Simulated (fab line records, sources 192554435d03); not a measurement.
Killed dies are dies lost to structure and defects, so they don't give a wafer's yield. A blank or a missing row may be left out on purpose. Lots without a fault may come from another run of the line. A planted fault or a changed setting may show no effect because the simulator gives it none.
Split-lot experiment | flow n5_finfet | 7 lots, 21 wafers read, on a route of 1938 steps

THE SPLIT
At N5_BEOL_M11_EXPOSE_25 (exposes mask V10), the setting dose_mj was moved away from the recipe's 85.5 on 9 of the 21 wafers read, by -3.3% to +6.7%. The other wafers ran this setting at the recipe's value.

FROM THE SPLIT TO THE READING: what the file shows between them, 2 steps
- N5_BEOL_M11_PEB_26: peb time 60 s
- N5_BEOL_M11_DEVELOP_27: develop time 30 s

THE READING
cd_nm, in nm, at N5_BEOL_M11_CD_MEAS_28 (target cd 70 nm). Fault-free wafers of this fab line usually give 69.7 nm, standard deviation 1.1 nm.

wafer  | tool, chamber at the split | dose_mj as run | against the recipe | cd_nm, nm | against lot-mates on the recipe
L076.1 | arfi_scanner-01, 0         | 85.5           | recipe             | 70.1      | -
L076.3 | arfi_scanner-01, 0         | 85.5           | recipe             | 70.1      | -
L076.5 | arfi_scanner-01, 0         | 85.5           | recipe             | 69.4      | -
L077.2 | arfi_scanner-02, 0         | 87.19          | +2.0%              | 73.4      | no lot-mate on the recipe
L077.3 | arfi_scanner-02, 0         | 87.19          | +2.0%              | 73.1      | no lot-mate on the recipe
L077.6 | arfi_scanner-02, 0         | 87.19          | +2.0%              | 72.3      | no lot-mate on the recipe
L078.3 | arfi_scanner-01, 0         | 85.5           | recipe             | 69.7      | -
L078.4 | arfi_scanner-01, 0         | 91.27          | +6.7%              | 74.8      | +5.1
L078.6 | arfi_scanner-01, 0         | 91.27          | +6.7%              | 75.6      | +5.9
L080.3 | arfi_scanner-02, 0         | 83.12          | -2.8%              | 65.9      | -3.6
L080.4 | arfi_scanner-02, 0         | 85.5           | recipe             | 69.5      | -
L080.5 | arfi_scanner-02, 0         | 83.12          | -2.8%              | 66.9      | -2.6
L083.3 | arfi_scanner-01, 0         | 85.5           | recipe             | 69.3      | -
L083.5 | arfi_scanner-01, 0         | 85.5           | recipe             | 68.7      | -
L083.6 | arfi_scanner-01, 0         | 85.5           | recipe             | 69.3      | -
L086.1 | arfi_scanner-03, 0         | 82.67          | -3.3%              | 66.1      | -4.4
L086.3 | arfi_scanner-03, 0         | 85.5           | recipe             | 70.5      | -
L086.5 | arfi_scanner-03, 0         | 82.67          | -3.3%              | 68.0      | -2.5
L091.1 | arfi_scanner-02, 0         | 85.5           | recipe             | 69.6      | -
L091.3 | arfi_scanner-02, 0         | 85.5           | recipe             | 71.7      | -
L091.4 | arfi_scanner-02, 0         | 85.5           | recipe             | 71.5      | -

THE FIT
A straight line over all 21 wafers: cd_nm changes by +0.909 nm for each +1% of dose_mj; r = +0.92; the points scatter about the line by 1 nm.
The same after taking each lot's own level away (the mean of its wafers on the recipe; 18 wafers): +0.892 nm for each +1%; r = +0.97; scatter 0.67 nm.
On that fit, the largest move of dose_mj shifts the reading by 6 nm.
The lots' own levels span 69.10 to 70.93 nm, that is 1.7 times the standard deviation above.
So the lot-to-lot level changes the slope little: the two slopes agree.
Check: with one of the wafers moved furthest among these (+6.7%) left out of the fit, the line predicts +6.33 nm for it against its lot-mates. It came out at +5.1 nm against them.

OTHER SPLITS ON THESE WAFERS
These wafers also went through other splits before the reading. Each is held against what the fit with the lots' levels taken away leaves over:
other split on the same wafers | wafers away from the commonest value | r with cd_nm (lot level and that fit taken away)
N5_BEOL_M10_PEB_26 peb_time_s  | 8                                    | -0.24
N5_BEOL_M11_COAT_63 spin_rpm   | 10                                   | -0.11

THE FILE'S OWN FIT
cd_nm changes by +0.885 nm for each +1% of dose_mj, r = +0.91.
